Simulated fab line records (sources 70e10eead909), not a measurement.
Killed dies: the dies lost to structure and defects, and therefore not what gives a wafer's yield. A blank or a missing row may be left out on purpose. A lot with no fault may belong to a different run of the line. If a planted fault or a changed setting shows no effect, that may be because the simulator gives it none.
Chamber matching    flow nand_harc    rie_diel-01 running NHARC_P_STI_ETCH_42: 4 sister chambers
The step etches the open film in N2/H2, target depth 80 nm, overetch 24 nm, time 61 s. 4 wafers are shown with their chamber, then 7 later ones without.

== EACH WAFER AND ITS CHAMBER ==
wafer   chamber  showerhead_plenum_p_Torr (Torr)
L608.4  2        2.12
L608.6  0        2.20
L613.2  3        1.90
L613.3  1        2.05

== WAFERS WITHOUT THEIR CHAMBER ==
wafer   showerhead_plenum_p_Torr (Torr)
L613.4  2.12
L614.1  2.05
L614.2  2.19
L614.3  2.12
L620.2  2.19
L620.4  2.05
L620.6  1.90

== EACH ONE'S CHAMBER ==
wafer   from the rows above  in truth
L613.4  2                    2
L614.1  1                    1
L614.2  0                    0
L614.3  2                    2
L620.2  0                    0
L620.4  1                    1
L620.6  3                    3
Placed correctly: 7 of 7. Not placeable from these rows: 0. Wrongly placed: 0.
How it was worked out, from the rows above alone: a wafer's distance from a chamber is the root of the sum, over the readings, of the square of ((its reading less the chamber's mean) divided by the reading's scatter). The wafer belongs to the nearest chamber; if the next one is less than 2 further off, it can't be placed. A chamber's mean is the mean of its shown wafers. The scatter: with one shown wafer a chamber, the root of the mean of the squares of how far each hidden wafer lies from its nearest shown one.
